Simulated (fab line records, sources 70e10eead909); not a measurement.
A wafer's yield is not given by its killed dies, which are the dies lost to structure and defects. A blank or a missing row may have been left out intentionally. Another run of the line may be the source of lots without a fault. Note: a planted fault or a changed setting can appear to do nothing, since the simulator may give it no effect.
A struck lot beside a sound one    flow nand-harc    14 out of 1159 route steps
Sound: these wafers, L248.2, L248.4, L248.6. Struck: wafers L263.1, L263.3, L263.6. Last of all comes the cause.
For every step that has rows: the tool of each side, followed by ch and its chambers, followed by its first start. Under that, the readings that differ: sound wafers    struck wafers    difference of the means    sigmas: that difference in standard deviations of wafers without a fault.
alike: readings whose means differ by less than 2 such deviations, and words and numbers that are the same on both sides. not compared: withheld readings, readings that some wafer has no value for, bounds like >300 that may hide the same value, and numbers for which the record gives no deviation and whose values overlap.
A row with sigmas, a row that says differs or no value, or rows on one side alone: a step with any of these is where the two part. Numbers that have no deviation but don't overlap get no sigmas and don't part them. Lack of a reading on every wafer of one side parts them only where that side has two or more wafers.

first, 3 steps without rows for these wafers: NHARC_P_M0_DESCUM_14 (chemistry O2, time 3 s); NHARC_P_M0_ETCH_34 (etches the open film in N2/H2, target depth 40 nm, overetch 12 nm, time 43.94 s); NHARC_P_M0_ETCH_15 (etches the open film in C4F8/Ar, target depth 150 nm, overetch 15 nm, time 82.5 s).
NHARC_P_M0_CD_MEAS_16:
  sound on cd-sem-01, day 6 04:42; struck on cd-sem-01, day 9 22:43
  alike: cd-nm
NHARC_P_M0_STRIP_18: strips in N2/H2.
  sound on rie-diel-05 ch 1,3, day 6 04:46; struck on rie-diel-05 ch 0,3, day 9 22:49
  alike: drypump-motor-current-A, oes-product-au, rf-vpp-V, showerhead-plenum-p-Torr, throttle-valve-pct
  not compared: rf-hours-counter-h
then, 1 step without rows for these wafers: NHARC_P_M0_STRIP_19 (strips in post etch residue remover, time 600 s).
NHARC_P_M0_DEGAS_28: time 60 s.
  sound on pvd-sputter-03, day 6 05:22; struck on pvd-sputter-03, day 9 23:23
  alike: heater-power-w
NHARC_P_M0_PRE_CLEAN_29: time 30 s.
  sound on pvd-sputter-03; struck on pvd-sputter-03
  alike: heater-power-w
then, 1 step without rows for these wafers: NHARC_P_M0_PVD_20 (deposits TaN, target thk 5 nm, time 8.06 s).
NHARC_P_M0_PVD_21: deposits Cu, target thk 30 nm, time 20.49 s.
  sound on pvd-sputter-03; struck on pvd-sputter-03
  alike: throttle-valve-pct
then, 1 step without rows for these wafers: NHARC_P_M0_ECD_22 (material Cu, target thk 400 nm).
NHARC_P_M0_ANNEAL_30: time 90 s.
  sound on rtp-anneal-02 ch 0, day 6 06:10; struck on rtp-anneal-02 ch 0, day 10 00:07
  alike: wafer_temp_C_max
NHARC_P_M0_CMP_23: polishes, t overpolish 20 s, target thk 117.53 nm.
  sound on cmp-03 ch 1,2,3, day 6 06:27; struck on cmp-03 ch 0,2,3, day 10 00:30
  no value came back on the struck wafers for edge-zone-pressure-frac, motor-current-A (A), time-to-endpoint-s (s); on the sound wafers edge-zone-pressure-frac reads 0.993 1.002 0.999
NHARC_P_M0_THK_MEAS_24: measures by xrf.
  sound on film-metro-01, day 6 06:46; struck on film-metro-02, day 10 00:57
reading      sound              struck             difference  sigmas
thk-nm (nm)  119.0 116.8 119.0  391.7 396.1 399.7  +277.6      +99 or more
  not compared: hold

WHERE THEY PART
At NHARC_P_M0_CMP_23 first; at NHARC_P_M0_THK_MEAS_24 last (within this record only).

WHY: whatever the simulator had introduced
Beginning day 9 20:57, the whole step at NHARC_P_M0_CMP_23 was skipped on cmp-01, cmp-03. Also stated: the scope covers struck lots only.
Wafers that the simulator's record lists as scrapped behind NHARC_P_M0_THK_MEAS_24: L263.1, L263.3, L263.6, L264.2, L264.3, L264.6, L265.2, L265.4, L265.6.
